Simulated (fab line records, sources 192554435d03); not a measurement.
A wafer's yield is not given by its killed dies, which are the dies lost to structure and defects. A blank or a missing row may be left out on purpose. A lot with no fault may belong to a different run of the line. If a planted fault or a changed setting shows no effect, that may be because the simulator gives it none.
fab line records	flow n5_finfet
record: lots: 24	wafers: 72	last_day: 19
route steps=1938 shown BEOL_M11@1579 BEOL_M12@1633
lots with no fault: from the same line, run without faults
start_h: hours from the record's first day to the start of the lot's first wafer shown	wait_h: hours elapsed since this lot's preceding step	" unchanged from the row above	L1.1+2: several wafers, shown together as one row	- value missing, or start not given	* or withheld: withheld	< > ~ a bound
route shown NAME@n: a module of which the file shows steps, and the number in the route of the first	usual: mean and standard deviation over wafers with no fault	same: alike in all rows	chamber/n: place in a boat	sites: per-site readings	_std_site: the values' standard deviation	_edge_site: inner sites' mean taken away from outer sites' mean	radius_mm: for every site, how far away it sits from the centre of the wafer	mask NAME#n: copy n	behind: tool/chamber where the wafer was last shaped	hold: the reason the lot was held/the length of the hold in hours/how it ended	device: the n, p or np transistor that did not switch	end of line: tests of these same wafers at the route's end	a step given without rows: its recipe and nothing more	killed: count of dies lost to structure and defects at first sort (not the wafer's yield)	map: the dies of a wafer, with x for killed, . for not killed, _ for no die there
set.NAME: the setting that was run; set.NAME@STEP: the one run at that earlier step	model.NAME: the simulator's own value behind a step, which no gauge read
a sample of lots followed through the steps of the route, with each step as a table and each wafer as a row
services: from which hour (start_h, from the record's first day; less than 0 if before it) a tool's chamber was out of use, for how many hours, and why
== steps ==
step: N5_BEOL_M11_ETCH_41
recipe: chemistry: CH3F/O2	target: SiCN	target_depth_a: 426	taper_deg: 2	time_s: 86	ion_energy_ev: 120	mask_material: TiN	pressure_mtorr: 30	source_w: 395	bias_w: 75	Ar_flow_sccm: 150	CH3F_flow_sccm: 30	O2_flow_sccm: 20
usual: drypump_motor_current_A: 5.5/0.38	oes_product_au: 0.79/0.079	rf_vpp_V: 297.4/1.4	showerhead_plenum_p_Torr: 2.00/0.055	throttle_valve_pct: 16.34/0.22
lot.wafer	tool	chamber	start_h	wait_h	drypump_motor_current_A	oes_product_au	rf_hours_counter_h	rf_vpp_V	showerhead_plenum_p_Torr	throttle_valve_pct
L074.2	rie_diel-06	0	-	-	5.4	0.71	215	298.1	1.98	16.60
L074.3	"	1	"	"	5.7	0.93	12	299.2	2.14	16.09
L074.4	"	2	"	"	5.9	0.77	117	297.8	2.01	16.41
L076.2	rie_diel-05	3	-	-	5.4	0.75	140	297.5	2.01	16.16
L076.3	"	2	"	"	5.8	0.81	114	297.4	2.01	16.63
L076.5	"	2	"	"	5.8	0.80	-	298.2	2.01	16.62
L075.4	rie_diel-06	3	-	-	5.2	0.95	15	297.5	1.96	16.21
L075.5	"	2	"	"	5.8	0.77	-	297.5	2.01	16.42
L075.6	"	3	"	"	5.2	0.95	-	296.0	1.96	16.21
L077.4	rie_diel-05	3	-	-	5.4	0.75	145	298.7	2.01	16.15
L077.5	"	2	"	"	5.8	0.80	-	297.8	2.01	16.64
L077.6	"	3	"	"	5.4	0.75	-	295.5	2.01	16.16
L078.1	rie_diel-03	0	-	-	6.2	0.88	32	296.6	1.96	16.01
L078.3	"	2	"	"	5.8	0.69	208	298.1	2.06	16.19
L078.4	"	3	"	"	5.5	0.74	169	298.9	1.99	16.63
L079.2	rie_diel-05	3	-	-	5.4	0.74	151	296.9	2.01	16.15
L079.5	"	0	"	"	4.9	0.68	-	297.4	1.97	16.67
L079.6	"	3	"	"	5.4	0.75	-	297.0	2.01	16.16
L080.2	rie_diel-05	0	-	-	4.9	0.67	246	296.8	1.97	16.68
L080.3	"	2	"	"	5.8	0.79	128	297.6	2.01	16.66
L080.6	"	1	"	"	4.9	0.84	-	296.8	1.94	16.13
L083.2	rie_diel-03	3	-	-	5.4	0.74	174	296.7	1.99	16.62
L083.3	"	2	"	"	5.8	0.69	214	297.0	2.06	16.20
L083.6	"	2	"	"	5.7	0.68	-	298.5	2.06	16.20
L081.3	rie_diel-03	0	-	-	6.2	0.86	40	296.5	1.96	16.04
L081.5	"	0	"	"	6.2	0.88	-	295.3	1.96	16.04
L081.6	"	3	"	"	5.4	0.73	-	298.5	1.99	16.66
L082.2	rie_diel-05	3	-	-	5.4	0.73	157	296.4	2.00	16.17
L082.4	"	2	"	"	5.8	0.78	-	297.8	2.00	16.66
L082.5	"	3	"	"	5.4	0.73	-	297.1	2.01	16.17
L084.2	rie_diel-05	0	-	-	4.9	0.68	247	297.0	1.97	16.70
L084.3	"	2	"	"	5.8	0.79	136	297.3	2.00	16.65
L084.4	"	3	"	"	5.4	0.73	160	298.2	2.00	16.19
L085.1	rie_diel-06	3	-	-	5.1	0.90	36	296.7	1.95	16.24
L085.2	"	1	"	"	5.7	0.88	42	300.1	2.12	16.15
L085.3	"	2	"	"	5.8	0.74	147	296.6	2.00	16.47
L086.4	rie_diel-06	2	-	-	5.8	0.75	149	298.6	2.00	16.48
L086.5	"	1	"	"	5.7	0.87	-	299.5	2.12	16.17
L086.6	"	2	"	"	5.8	0.75	-	297.4	2.00	16.46
L089.3	rie_diel-03	2	-	-	5.8	0.67	224	299.0	2.06	16.20
L089.4	"	0	"	"	6.3	0.86	47	296.0	1.95	16.06
L089.5	"	1	"	"	5.1	0.78	-	296.7	2.01	16.20
L087.2	rie_diel-06	3	-	-	5.2	0.90	39	298.0	1.95	16.25
L087.4	"	0	"	"	5.4	0.69	246	296.3	1.97	16.68
L087.5	"	0	"	"	5.4	0.69	-	296.5	1.97	16.66
L088.2	rie_diel-06	1	-	-	5.7	0.87	46	301.5	2.12	16.17
L088.3	"	3	"	"	5.2	0.90	40	296.3	1.95	16.25
L088.5	"	2	"	"	5.8	0.74	-	296.7	2.00	16.48
L090.2	rie_diel-03	0	-	-	6.2	0.84	51	294.6	1.95	16.05
L090.3	"	3	"	"	5.4	0.71	189	297.1	1.99	16.67
L090.4	"	2	"	"	5.8	0.67	229	298.1	2.06	16.22
L092.2	rie_diel-06	2	-	-	5.8	0.74	153	297.4	2.00	16.49
L092.5	"	2	"	"	5.8	0.74	-	296.8	2.00	16.47
L092.6	"	1	"	"	5.7	0.86	-	299.0	2.12	16.17
L093.1	rie_diel-05	3	-	-	5.4	0.72	174	296.2	2.00	16.22
L093.3	"	2	"	"	5.8	0.77	149	298.2	2.00	16.70
L093.6	"	1	"	"	5.0	0.81	-	296.9	1.93	16.16
L091.1	rie_diel-06	1	-	-	5.7	0.85	55	300.2	2.12	16.20
L091.3	"	2	"	"	5.8	0.74	158	299.3	2.00	16.49
L091.6	"	3	"	"	5.2	0.88	-	295.0	1.95	16.27
L094.1	rie_diel-03	1	-	-	5.1	0.77	137	296.2	2.01	16.23
L094.2	"	0	"	"	6.2	0.84	63	296.7	1.95	16.08
L094.3	"	3	"	"	5.4	0.71	200	297.5	1.98	16.70
L095.2	rie_diel-06	2	-	-	5.8	0.74	163	298.8	2.00	16.51
L095.3	"	3	"	"	5.2	0.87	57	295.7	1.94	16.29
L095.6	"	3	"	"	5.2	0.87	-	296.1	1.94	16.30
L097.1	rie_diel-06	0	-	-	5.4	0.94	10	295.3	1.97	16.23
L097.3	"	3	"	"	5.1	0.85	61	295.9	1.94	16.29
L097.6	"	2	"	"	5.8	0.72	-	298.6	2.00	16.52
L096.4	rie_diel-06	2	-	-	5.8	0.73	-	296.1	2.00	16.52
L096.5	"	1	"	"	5.7	0.83	-	300.7	2.12	16.23
L096.6	"	3	"	"	5.1	0.85	-	296.1	1.94	16.30
step: N5_BEOL_M11_STRIP_77
recipe: chemistry: N2/H2	time_s: 10	power_w: 450	temp_c: 40	pressure_mtorr: 20	rf_frequency_hz: 6e+07	bias_power_w: 7	n2_flow_sccm: 200	h2_flow_sccm: 200
usual: drypump_motor_current_A: 5.5/0.38	oes_product_au: 0.80/0.08	rf_vpp_V: 59.2/0.93	showerhead_plenum_p_Torr: 2.54/0.068	throttle_valve_pct: 23.62/0.23
lot.wafer	tool	chamber	start_h	wait_h	drypump_motor_current_A	oes_product_au	rf_hours_counter_h	rf_vpp_V	showerhead_plenum_p_Torr	throttle_valve_pct
L074.2	rie_diel-06	0	-	-	5.4	0.71	216	60.4	2.51	23.90
L074.3	"	1	"	"	5.7	0.94	12	60.5	2.70	23.57
L074.4	"	2	"	"	5.8	0.78	117	58.8	2.56	23.64
L076.2	rie_diel-05	3	-	-	5.4	0.75	140	60.4	2.54	23.32
L076.3	"	2	"	"	5.8	0.80	114	57.3	2.55	23.98
L076.5	"	2	"	"	5.8	0.80	-	59.7	2.55	23.99
L075.4	rie_diel-06	3	-	-	5.1	0.95	15	59.0	2.48	23.48
L075.5	"	2	"	"	5.8	0.77	-	58.6	2.55	23.65
L075.6	"	3	"	"	5.1	0.95	-	58.9	2.48	23.46
L077.4	rie_diel-05	3	-	-	5.4	0.75	145	58.8	2.54	23.34
L077.5	"	2	"	"	5.8	0.79	-	58.4	2.55	23.98
L077.6	"	3	"	"	5.4	0.75	-	59.0	2.54	23.33
L078.1	rie_diel-03	0	-	-	6.2	0.88	32	59.0	2.48	23.40
L078.3	"	2	"	"	5.8	0.69	208	60.8	2.61	23.28
L078.4	"	3	"	"	5.4	0.74	169	58.4	2.54	23.96
L079.2	rie_diel-05	3	-	-	5.4	0.74	151	58.7	2.53	23.33
L079.5	"	0	"	"	4.9	0.67	-	60.2	2.50	23.87
L079.6	"	3	"	"	5.4	0.74	-	60.7	2.53	23.34
L080.2	rie_diel-05	0	-	-	4.9	0.67	246	58.8	2.50	23.87
L080.3	"	2	"	"	5.9	0.79	128	59.2	2.55	23.98
L080.6	"	1	"	"	5.0	0.83	-	59.5	2.46	23.34
L083.2	rie_diel-03	3	-	-	5.5	0.74	174	58.4	2.53	23.97
L083.3	"	2	"	"	5.7	0.68	214	60.9	2.60	23.29
L083.6	"	2	"	"	5.7	0.69	-	58.9	2.60	23.30
L081.3	rie_diel-03	0	-	-	6.3	0.86	40	58.6	2.48	23.40
L081.5	"	0	"	"	6.3	0.87	-	57.9	2.48	23.41
L081.6	"	3	"	"	5.4	0.74	-	60.0	2.53	23.98
L082.2	rie_diel-05	3	-	-	5.4	0.73	157	59.2	2.53	23.35
L082.4	"	2	"	"	5.8	0.78	-	58.8	2.54	24.02
L082.5	"	3	"	"	5.4	0.74	-	60.5	2.53	23.36
L084.2	rie_diel-05	0	-	-	4.9	0.67	247	60.9	2.50	23.87
L084.3	"	2	"	"	5.8	0.78	136	59.0	2.54	24.01
L084.4	"	3	"	"	5.4	0.74	160	59.1	2.53	23.35
L085.1	rie_diel-06	3	-	-	5.2	0.91	36	57.9	2.47	23.50
L085.2	"	1	"	"	5.7	0.88	42	59.6	2.69	23.59
L085.3	"	2	"	"	5.8	0.75	147	60.0	2.54	23.71
L086.4	rie_diel-06	2	-	-	5.8	0.75	149	58.0	2.54	23.68
L086.5	"	1	"	"	5.7	0.87	-	60.3	2.69	23.60
L086.6	"	2	"	"	5.8	0.75	-	59.7	2.54	23.70
L089.3	rie_diel-03	2	-	-	5.7	0.68	224	60.0	2.60	23.29
L089.4	"	0	"	"	6.3	0.86	47	56.9	2.48	23.40
L089.5	"	1	"	"	5.1	0.78	-	60.1	2.55	23.51
L087.2	rie_diel-06	3	-	-	5.2	0.90	39	59.9	2.47	23.50
L087.4	"	0	"	"	5.4	0.70	246	58.2	2.50	23.94
L087.5	"	0	"	"	5.4	0.69	-	58.9	2.50	23.92
L088.2	rie_diel-06	1	-	-	5.8	0.87	46	59.6	2.69	23.61
L088.3	"	3	"	"	5.2	0.90	40	61.3	2.47	23.51
L088.5	"	2	"	"	5.8	0.75	-	59.4	2.54	23.69
L090.2	rie_diel-03	0	-	-	6.2	0.84	51	60.1	2.48	23.41
L090.3	"	3	"	"	5.5	0.72	189	59.4	2.53	23.98
L090.4	"	2	"	"	5.8	0.67	229	59.6	2.60	23.32
L092.2	rie_diel-06	2	-	-	5.8	0.74	154	57.4	2.54	23.70
L092.5	"	2	"	"	5.8	0.75	-	58.1	2.54	23.69
L092.6	"	1	"	"	5.7	0.86	-	59.2	2.68	23.61
L093.1	rie_diel-05	3	-	-	5.4	0.72	175	60.4	2.52	23.37
L093.3	"	2	"	"	5.8	0.77	149	58.7	2.54	24.03
L093.6	"	1	"	"	4.9	0.81	-	59.1	2.45	23.37
L091.1	rie_diel-06	1	-	-	5.8	0.85	55	59.7	2.68	23.60
L091.3	"	2	"	"	5.8	0.73	158	60.4	2.54	23.69
L091.6	"	3	"	"	5.2	0.89	-	58.7	2.46	23.52
L094.1	rie_diel-03	1	-	-	5.2	0.76	137	60.0	2.54	23.54
L094.2	"	0	"	"	6.3	0.83	63	59.3	2.47	23.44
L094.3	"	3	"	"	5.4	0.72	200	59.2	2.52	24.03
L095.2	rie_diel-06	2	-	-	5.8	0.73	163	57.2	2.54	23.70
L095.3	"	3	"	"	5.2	0.89	57	60.2	2.46	23.54
L095.6	"	3	"	"	5.2	0.87	-	57.7	2.46	23.52
L097.1	rie_diel-06	0	-	-	5.4	0.95	10	59.4	2.49	23.63
L097.3	"	3	"	"	5.2	0.86	61	58.8	2.46	23.53
L097.6	"	2	"	"	5.8	0.73	-	59.0	2.53	23.72
L096.4	rie_diel-06	2	-	-	5.8	0.73	-	59.3	2.53	23.72
L096.5	"	1	"	"	5.7	0.83	-	60.7	2.68	23.64
L096.6	"	3	"	"	5.2	0.87	-	58.7	2.46	23.54
step: N5_BEOL_M11_SURFACE_TREAT_76
recipe: gas: Ar	time_s: *	ion_energy_ev: *	ion_current_ma_cm2: 0.5	pressure_mtorr: *	ar_flow_sccm: 30
usual: throttle_valve_pct: *
lot.wafer	tool	chamber	start_h	wait_h	throttle_valve_pct
L074.2	pvd_sputter-02	-	219.37	0.2	*
L074.3	"	-	"	"	*
L074.4	"	-	"	"	*
L076.2	pvd_sputter-02	-	231.82	1.7	*
L076.3	"	-	"	"	*
L076.5	"	-	"	"	*
L075.4	pvd_sputter-02	-	249.06	0.1	*
L075.5	"	-	"	"	*
L075.6	"	-	"	"	*
L077.4	pvd_sputter-03	-	257.45	0.1	*
L077.5	"	-	"	"	*
L077.6	"	-	"	"	*
L078.1	pvd_sputter-02	-	266.98	1.4	*
L078.3	"	-	"	"	*
L078.4	"	-	"	"	*
L079.2	pvd_sputter-01	-	276.15	1.7	*
L079.5	"	-	"	"	*
L079.6	"	-	"	"	*
L080.2	pvd_sputter-02	-	281.43	0.2	*
L080.3	"	-	"	"	*
L080.6	"	-	"	"	*
L083.2	pvd_sputter-01	-	289.13	0.2	*
L083.3	"	-	"	"	*
L083.6	"	-	"	"	*
L081.3	pvd_sputter-02	-	298.31	0.2	*
L081.5	"	-	"	"	*
L081.6	"	-	"	"	*
L082.2	pvd_sputter-01	-	298.73	0.2	*
L082.4	"	-	"	"	*
L082.5	"	-	"	"	*
L084.2	pvd_sputter-02	-	307.30	0.2	*
L084.3	"	-	"	"	*
L084.4	"	-	"	"	*
L085.1	pvd_sputter-02	-	317.51	0.2	*
L085.2	"	-	"	"	*
L085.3	"	-	"	"	*
L086.4	pvd_sputter-02	-	322.91	0.2	*
L086.5	"	-	"	"	*
L086.6	"	-	"	"	*
L089.3	pvd_sputter-03	-	323.18	0.2	*
L089.4	"	-	"	"	*
L089.5	"	-	"	"	*
L087.2	pvd_sputter-01	-	326.70	0.6	*
L087.4	"	-	"	"	*
L087.5	"	-	"	"	*
L088.2	pvd_sputter-02	-	330.94	1.9	*
L088.3	"	-	"	"	*
L088.5	"	-	"	"	*
L090.2	pvd_sputter-02	-	337.35	0.2	*
L090.3	"	-	"	"	*
L090.4	"	-	"	"	*
L092.2	pvd_sputter-02	-	342.56	0.4	*
L092.5	"	-	"	"	*
L092.6	"	-	"	"	*
L093.1	pvd_sputter-03	-	342.56	0.4	*
L093.3	"	-	"	"	*
L093.6	"	-	"	"	*
L091.1	pvd_sputter-01	-	351.49	0.3	*
L091.3	"	-	"	"	*
L091.6	"	-	"	"	*
L094.1	pvd_sputter-03	-	370.92	0.2	*
L094.2	"	-	"	"	*
L094.3	"	-	"	"	*
L095.2	pvd_sputter-01	-	371.70	0.2	*
L095.3	"	-	"	"	*
L095.6	"	-	"	"	*
L097.1	pvd_sputter-03	-	385.98	0.4	*
L097.3	"	-	"	"	*
L097.6	"	-	"	"	*
L096.4	pvd_sputter-03	-	396.90	0.4	*
L096.5	"	-	"	"	*
L096.6	"	-	"	"	*
step: N5_BEOL_M11_SPUTTER_48
recipe: material: Cu	target_thk_a: 120	temp_c: -20	bias_v: 60	power_w: 26000	chamber_pressure_pa: 0.13	time_s: 2
usual: chamber_pressure_pa: 0.12999/0.00025	throttle_valve_pct: 30.3/1.2
lot.wafer	tool	chamber	start_h	wait_h	chamber_pressure_pa	throttle_valve_pct
L074.2	pvd_sputter-02	-	221.57	1.9	0.13024	31.5
L074.3	"	-	"	"	0.12977	31.3
L074.4	"	-	"	"	0.13012	29.4
L076.2	pvd_sputter-02	-	232.16	0.1	0.13017	31.6
L076.3	"	-	"	"	0.13012	29.3
L076.5	"	-	"	"	0.12994	31.7
L075.4	pvd_sputter-01	-	249.41	0.1	0.13056	31.2
L075.5	"	-	"	"	0.13027	28.3
L075.6	"	-	"	"	0.13006	30.3
L077.4	pvd_sputter-03	-	257.65	0.0	0.13041	28.8
L077.5	"	-	"	"	0.13002	28.9
L077.6	"	-	"	"	0.13012	32.5
L078.1	pvd_sputter-02	-	267.18	0.1	0.12977	30.2
L078.3	"	-	"	"	0.12992	31.7
L078.4	"	-	"	"	0.12992	31.1
L079.2	pvd_sputter-03	-	276.46	0.2	0.13003	29.0
L079.5	"	-	"	"	0.13008	29.7
L079.6	"	-	"	"	0.13004	29.6
L080.2	pvd_sputter-02	-	281.73	0.2	0.12975	31.7
L080.3	"	-	"	"	0.12984	31.2
L080.6	"	-	"	"	0.12994	31.2
L083.2	pvd_sputter-03	-	289.35	0.1	0.13011	32.6
L083.3	"	-	"	"	0.12993	29.6
L083.6	"	-	"	"	0.13012	28.7
L081.3	pvd_sputter-01	-	298.61	0.1	0.13015	31.5
L081.5	"	-	"	"	0.12965	30.2
L081.6	"	-	"	"	0.12961	30.8
L082.2	pvd_sputter-01	-	299.22	0.3	0.12954	28.1
L082.4	"	-	"	"	0.13	31.3
L082.5	"	-	"	"	0.1296	28.3
L084.2	pvd_sputter-02	-	307.48	0.1	0.13014	29.4
L084.3	"	-	"	"	0.13008	31.0
L084.4	"	-	"	"	0.13013	31.7
L085.1	pvd_sputter-03	-	317.82	0.2	0.12991	30.0
L085.2	"	-	"	"	0.13006	29.2
L085.3	"	-	"	"	0.1299	28.7
L086.4	pvd_sputter-01	-	323.50	0.2	0.1301	30.5
L086.5	"	-	"	"	0.12956	28.3
L086.6	"	-	"	"	0.12998	30.1
L089.3	pvd_sputter-01	-	323.58	0.1	0.13018	30.6
L089.4	"	-	"	"	0.13	28.3
L089.5	"	-	"	"	0.13013	30.6
L087.2	pvd_sputter-01	-	327.52	0.5	0.13038	31.4
L087.4	"	-	"	"	0.12958	28.4
L087.5	"	-	"	"	0.12921	30.1
L088.2	pvd_sputter-02	-	332.82	1.5	0.12992	31.4
L088.3	"	-	"	"	0.13001	30.4
L088.5	"	-	"	"	0.13003	31.2
L090.2	pvd_sputter-03	-	337.54	0.1	0.13043	32.6
L090.3	"	-	"	"	0.12935	28.9
L090.4	"	-	"	"	0.12974	29.0
L092.2	pvd_sputter-03	-	342.76	0.1	0.12986	32.6
L092.5	"	-	"	"	0.12974	30.0
L092.6	"	-	"	"	0.12988	29.0
L093.1	pvd_sputter-02	-	342.80	0.1	0.13001	30.3
L093.3	"	-	"	"	0.12983	31.1
L093.6	"	-	"	"	0.12997	30.2
L091.1	pvd_sputter-03	-	351.78	0.2	0.13001	32.7
L091.3	"	-	"	"	0.12962	28.8
L091.6	"	-	"	"	0.13017	29.9
L094.1	pvd_sputter-01	-	371.18	0.1	0.12995	30.3
L094.2	"	-	"	"	0.13018	30.3
L094.3	"	-	"	"	0.13003	28.3
L095.2	pvd_sputter-01	-	372.02	0.1	0.13027	30.7
L095.3	"	-	"	"	0.13005	31.3
L095.6	"	-	"	"	0.13039	30.3
L097.1	pvd_sputter-02	-	387.50	1.2	0.12991	29.2
L097.3	"	-	"	"	0.12988	30.1
L097.6	"	-	"	"	0.12988	31.2
L096.4	pvd_sputter-01	-	397.17	0.0	0.12986	31.1
L096.5	"	-	"	"	0.12961	31.3
L096.6	"	-	"	"	0.13021	30.7
step: N5_BEOL_M11_CMP_52
recipe: stop_on: SiCOH_lowk	t_overpolish_s: 7	down_force_psi: 1	platen_rpm: 50	clearing_platen_down_force_psi: 1.5	clearing_platen_rpm: 50	post_cmp_clean: cu_alkaline	target_thk_nm: 140	clearing_platen_pad_velocity_m_s: 0.99484	pad_velocity_m_s: 0.99484
usual: barrier_field_endpoint_s: 29.0/0.71	motor_current_A: 6.0/0.65	overpolish_run_s: 7.000/0.0094	time_to_endpoint_s: 65.4/2.8
lot.wafer	tool	chamber	start_h	wait_h	barrier_field_endpoint_s	motor_current_A	overpolish_run_s	time_to_endpoint_s
L074.4	cmp-02	2	222.24	0.1	29.6	5.7	6.997	71.2
L074.2	"	0	"	"	28.9	5.0	6.991	69.3
L074.3	"	1	"	"	29.7	5.8	7.016	71.2
L076.2	cmp-02	2	232.73	0.2	28.0	5.6	7.004	63.4
L076.3	"	0	"	"	28.6	5.1	6.985	66.5
L076.5	"	1	"	"	28.8	6.4	7.000	66.0
L075.4	cmp-02	3	250.22	0.1	29.5	5.0	6.993	67.0
L075.5	"	3	"	"	29.0	5.2	6.999	67.8
L075.6	"	0	"	"	28.4	5.1	7.005	64.6
L077.4	cmp-01	2	258.36	0.2	28.1	6.5	6.997	61.3
L077.5	"	3	"	"	28.4	5.1	6.997	66.2
L077.6	"	0	"	"	29.2	6.6	7.005	65.6
L078.4	cmp-02	3	267.79	0.1	31.4	5.3	7.003	71.1
L078.3	"	1	"	"	29.9	6.3	6.991	69.3
L078.1	"	2	"	"	30.2	5.5	7.002	69.3
L079.2	cmp-01	0	277.02	0.2	28.0	6.5	7.012	61.2
L079.6	"	3	"	"	29.2	5.2	7.001	61.8
L079.5	"	0	"	"	28.2	6.8	7.007	61.3
L080.2	cmp-01	3	282.40	0.2	28.9	4.9	7.003	61.7
L080.3	"	2	"	"	27.6	6.1	6.998	60.7
L080.6	"	3	"	"	29.0	5.2	6.983	65.2
L083.2	cmp-01	1	289.87	0.2	29.3	7.0	7.007	69.0
L083.3	"	2	"	"	28.7	6.2	6.996	64.9
L083.6	"	2	"	"	29.1	6.3	6.989	65.9
L081.3	cmp-03	1	299.60	0.2	28.2	5.9	6.975	62.2
L081.6	"	1	"	"	29.1	6.1	7.004	65.8
L081.5	"	2	"	"	28.7	5.9	7.000	65.8
L082.2	cmp-03	1	300.45	0.2	28.2	6.1	6.995	67.3
L082.4	"	3	"	"	29.0	6.9	6.994	68.0
L082.5	"	1	"	"	29.0	6.1	6.995	66.4
L084.2	cmp-02	1	308.00	0.2	29.3	6.2	7.018	69.5
L084.4	"	2	"	"	29.8	5.5	7.012	65.4
L084.3	"	0	"	"	29.2	5.2	7.010	66.3
L085.3	cmp-01	3	318.34	0.2	29.1	5.1	7.001	64.6
L085.2	"	1	"	"	29.0	7.0	7.000	67.4
L085.1	"	2	"	"	28.8	6.1	6.983	63.1
L086.4	cmp-01	2	325.08	0.2	29.4	6.6	7.015	62.6
L086.6	"	0	"	"	28.7	6.6	6.988	62.4
L086.5	"	1	"	"	28.8	6.7	7.003	65.3
L089.4	cmp-03	1	325.10	0.2	29.2	5.6	6.991	68.7
L089.3	"	3	"	"	29.2	7.1	7.001	67.3
L089.5	"	1	"	"	29.5	5.9	7.008	66.1
L087.2	cmp-03	2	328.22	0.3	29.0	6.1	7.003	65.3
L087.4	"	0	"	"	29.5	5.1	6.991	67.5
L087.5	"	3	"	"	29.9	7.4	7.001	66.9
L088.3	cmp-01	3	333.50	0.2	27.7	5.3	7.017	62.7
L088.2	"	1	"	"	28.0	7.0	6.987	66.4
L088.5	"	0	"	"	28.3	6.5	7.005	64.1
L090.4	cmp-01	1	338.27	0.2	30.1	6.7	7.012	67.9
L090.3	"	2	"	"	28.4	5.9	6.990	64.2
L090.2	"	3	"	"	28.2	5.0	7.010	61.2
L092.2	cmp-01	2	343.37	0.2	27.7	6.2	6.993	64.5
L092.5	"	1	"	"	28.6	6.9	7.023	66.4
L092.6	"	2	"	"	28.5	6.5	7.005	61.0
L093.1	cmp-03	2	343.48	0.3	29.1	6.0	6.997	66.1
L093.3	"	3	"	"	29.0	7.0	6.993	67.9
L093.6	"	0	"	"	29.3	5.3	6.992	67.3
L091.3	cmp-03	0	352.32	0.2	29.1	5.4	6.988	66.7
L091.1	"	3	"	"	28.6	7.0	6.996	64.5
L091.6	"	1	"	"	29.4	6.1	6.997	63.6
L094.1	cmp-03	0	371.71	0.3	30.2	5.7	7.009	65.4
L094.3	"	1	"	"	29.7	6.1	6.992	63.3
L094.2	"	2	"	"	29.4	6.0	6.990	65.5
L095.3	cmp-03	3	373.52	0.2	29.5	7.1	6.997	68.2
L095.2	"	2	"	"	29.0	5.6	7.012	63.8
L095.6	"	3	"	"	28.6	7.1	6.991	64.6
L097.1	cmp-01	0	388.06	0.3	29.2	6.4	7.010	62.4
L097.3	"	2	"	"	29.0	6.4	6.995	63.2
L097.6	"	0	"	"	29.6	6.6	7.009	61.1
L096.4	cmp-01	3	398.64	0.1	28.6	5.1	7.011	63.0
L096.5	"	3	"	"	29.1	5.0	7.000	63.0
L096.6	"	0	"	"	29.0	6.8	7.002	64.8
step: N5_BEOL_M12_OVL_MEAS_29
recipe: points_per_wafer: 44
usual: M12_OVL: -2/5.1
lot.wafer	tool	chamber	start_h	wait_h	M12_OVL[nm]
L074.2	overlay-02	0	224.34	0.0	-1
L074.3	"	0	"	"	-2
L074.4	"	0	"	"	2
L076.2	overlay-01	0	234.96	0.0	11
L076.3	"	0	"	"	8
L076.5	"	0	"	"	4
L075.4	overlay-02	0	252.33	0.0	1
L075.5	"	0	"	"	-8
L075.6	"	0	"	"	-5
L077.4	overlay-01	0	260.11	0.0	4
L077.5	"	0	"	"	4
L077.6	"	0	"	"	0
L078.1	overlay-02	0	269.78	0.0	-5
L078.3	"	0	"	"	-3
L078.4	"	0	"	"	-7
L079.2	overlay-02	0	278.94	0.0	-3
L079.5	"	0	"	"	2
L079.6	"	0	"	"	-6
L080.2	overlay-02	0	284.50	0.0	0
L080.3	"	0	"	"	-4
L080.6	"	0	"	"	3
L083.2	overlay-02	0	291.73	0.0	-10
L083.3	"	0	"	"	-12
L083.6	"	0	"	"	-11
L081.3	overlay-01	0	301.61	0.0	5
L081.5	"	0	"	"	11
L081.6	"	0	"	"	5
L082.2	overlay-01	0	302.61	0.0	0
L082.4	"	0	"	"	4
L082.5	"	0	"	"	4
L084.2	overlay-02	0	309.98	0.0	-6
L084.3	"	0	"	"	2
L084.4	"	0	"	"	0
L085.1	overlay-02	0	320.34	0.0	-1
L085.2	"	0	"	"	-5
L085.3	"	0	"	"	0
L086.4	overlay-01	0	327.01	0.0	4
L086.5	"	0	"	"	-1
L086.6	"	0	"	"	-4
L089.3	overlay-01	0	327.22	0.0	-5
L089.4	"	0	"	"	-11
L089.5	"	0	"	"	-11
L087.2	overlay-02	0	330.20	0.0	5
L087.4	"	0	"	"	0
L087.5	"	0	"	"	-3
L088.2	overlay-02	0	335.45	0.0	-5
L088.3	"	0	"	"	2
L088.5	"	0	"	"	4
L090.2	overlay-02	0	340.21	0.0	-9
L090.3	"	0	"	"	-6
L090.4	"	0	"	"	-11
L092.2	overlay-02	0	345.31	0.0	3
L092.5	"	0	"	"	-4
L092.6	"	0	"	"	-2
L093.1	overlay-02	0	345.47	0.0	0
L093.3	"	0	"	"	-3
L093.6	"	0	"	"	-5
L091.1	overlay-01	0	354.18	0.0	2
L091.3	"	0	"	"	4
L091.6	"	0	"	"	-4
L094.1	overlay-02	0	373.69	0.0	-2
L094.2	"	0	"	"	-1
L094.3	"	0	"	"	-1
L095.2	overlay-02	0	375.50	0.0	-4
L095.3	"	0	"	"	-11
L095.6	"	0	"	"	-11
L097.1	overlay-01	0	390.43	0.0	1
L097.3	"	0	"	"	-2
L097.6	"	0	"	"	-2
L096.4	overlay-01	0	400.52	0.0	-4
L096.5	"	0	"	"	-2
L096.6	"	0	"	"	8
== services ==
tool	chamber	start_h	hours	kind
rie_diel-03	0	209.33	4.7	repair
cmp-01	-	217.95	2.7	repair
rie_diel-06	0	235.18	4.9	repair
cmp-03	-	242.73	1.8	repair
rie_diel-03	0	268.47	1.5	repair
rie_diel-05	0	280.12	21.8	repair
cmp-03	-	302.53	1.6	repair
cmp-01	-	308.32	0.7	repair
cmp-03	-	312.25	4.0	pm
cmp-02	-	324.23	1.2	repair
rie_diel-06	2	329.05	5.4	repair
cmp-02	-	336.64	1.7	repair
cmp-02	-	342.84	0.9	repair
cmp-03	-	349.42	0.8	repair
rie_diel-05	2	354.62	15.6	repair
cmp-02	-	358.03	2.9	pm
cmp-01	-	363.20	7.0	pm
cmp-02	-	383.67	1.7	repair
rie_diel-03	2	386.88	6.2	repair
cmp-03	-	388.65	4.1	repair
rie_diel-05	3	389.90	4.8	repair
cmp-01	-	390.17	4.0	pm
rie_diel-05	-	392.84	14.6	pm
rie_diel-06	0	395.14	6.6	repair
== key ==
fault none
